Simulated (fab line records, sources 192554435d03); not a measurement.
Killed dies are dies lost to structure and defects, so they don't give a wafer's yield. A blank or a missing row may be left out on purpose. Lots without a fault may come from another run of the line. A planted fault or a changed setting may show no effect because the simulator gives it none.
Split-lot experiment | flow n5_finfet | 7 lots, 21 wafers read, on a route of 1938 steps

THE SPLIT
At N5_HKMG_FIN_PEB_47 (peb time 60 s), the setting peb_time_s was moved away from the recipe's 60 s on 5 of the 21 wafers read, by -14.6% to +13.1%. The other wafers ran this setting at the recipe's value.

FROM THE SPLIT TO THE READING: what the file shows between them, 1 step
- N5_HKMG_FIN_DEVELOP_48: develop time 30 s

THE READING
cd_nm, in nm, at N5_HKMG_FIN_CD_MEAS_49 (target cd 202 nm). Fault-free wafers of this fab line usually give 202.0 nm, standard deviation 0.58 nm.

wafer  | tool, chamber at the split | peb_time_s as run, s | against the recipe | cd_nm, nm | against lot-mates on the recipe
L074.1 | litho_track-03, 0          | 60                   | recipe             | 202.3     | -
L074.2 | litho_track-03, 0          | 60                   | recipe             | 201.8     | -
L074.3 | litho_track-03, 0          | 67.86                | +13.1%             | 206.1     | +4.0
L077.3 | litho_track-05, 0          | 60                   | recipe             | 202.2     | -
L077.4 | litho_track-05, 0          | 56.49                | -5.8%              | 201.6     | -0.5
L077.5 | litho_track-05, 0          | 60                   | recipe             | 202.0     | -
L078.1 | litho_track-03, 0          | 60                   | recipe             | 202.8     | -
L078.3 | litho_track-03, 0          | 60                   | recipe             | 202.0     | -
L078.5 | litho_track-03, 0          | 60                   | recipe             | 202.3     | -
L080.1 | litho_track-03, 0          | 60                   | recipe             | 202.2     | -
L080.2 | litho_track-03, 0          | 60                   | recipe             | 201.9     | -
L080.3 | litho_track-03, 0          | 65.62                | +9.4%              | 205.3     | +3.2
L084.4 | litho_track-05, 0          | 51.23                | -14.6%             | 196.6     | -5.7
L084.5 | litho_track-05, 0          | 60                   | recipe             | 202.3     | -
L084.6 | litho_track-05, 0          | 51.23                | -14.6%             | 197.3     | -5.0
L088.1 | litho_track-05, 0          | 60                   | recipe             | 201.7     | -
L088.2 | litho_track-05, 0          | 60                   | recipe             | 201.3     | -
L088.5 | litho_track-05, 0          | 60                   | recipe             | 202.5     | -
L096.2 | litho_track-02, 0          | 60                   | recipe             | 202.1     | -
L096.3 | litho_track-02, 0          | 60                   | recipe             | 201.4     | -
L096.6 | litho_track-02, 0          | 60                   | recipe             | 201.3     | -

THE FIT
A straight line over all 21 wafers: cd_nm changes by +0.326 nm for each +1% of peb_time_s; r = +0.97; the points scatter about the line by 0.54 nm.
The same after taking each lot's own level away (the mean of its wafers on the recipe; 21 wafers): +0.337 nm for each +1%; r = +0.97; scatter 0.49 nm.
On that fit, the largest move of peb_time_s shifts the reading by 4.9 nm.
The lots' own levels span 201.60 to 202.37 nm, that is 1.3 times the standard deviation above.
So the lot-to-lot level changes the slope little: the two slopes agree.
Check: with one of the wafers moved furthest among these (-14.6%) left out of the fit, the line predicts -4.53 nm for it against its lot-mates. It came out at -5.7 nm against them.

THE WHOLE CHAIN: every reading that the file lists as answering this split, in the file's order
step                   | what it does                                           | reading                                                                | change (the file's fit)               | r (the file's)
N5_HKMG_FIN_CD_MEAS_49 | target cd 202 nm                                       | cd_nm                                                                  | +0.323 nm for each +1% of the setting | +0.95
N5_HKMG_FIN_ETCH_54    | etches SiARC in CF4, target depth 45.5 nm, time 75.8 s | HKMG_FIN.cd_offset_nm (the simulator's own value, which no gauge read) | +0.342 nm for each +1% of the setting | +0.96
N5_HKMG_FIN_ETCH_55    | etches SOC in N2/H2, target depth 240 nm, time 300 s   | HKMG_FIN.cd_offset_nm (the simulator's own value, which no gauge read) | +0.362 nm for each +1% of the setting | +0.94

THE FILE'S OWN FIT
cd_nm changes by +0.323 nm for each +1% of peb_time_s, r = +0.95.
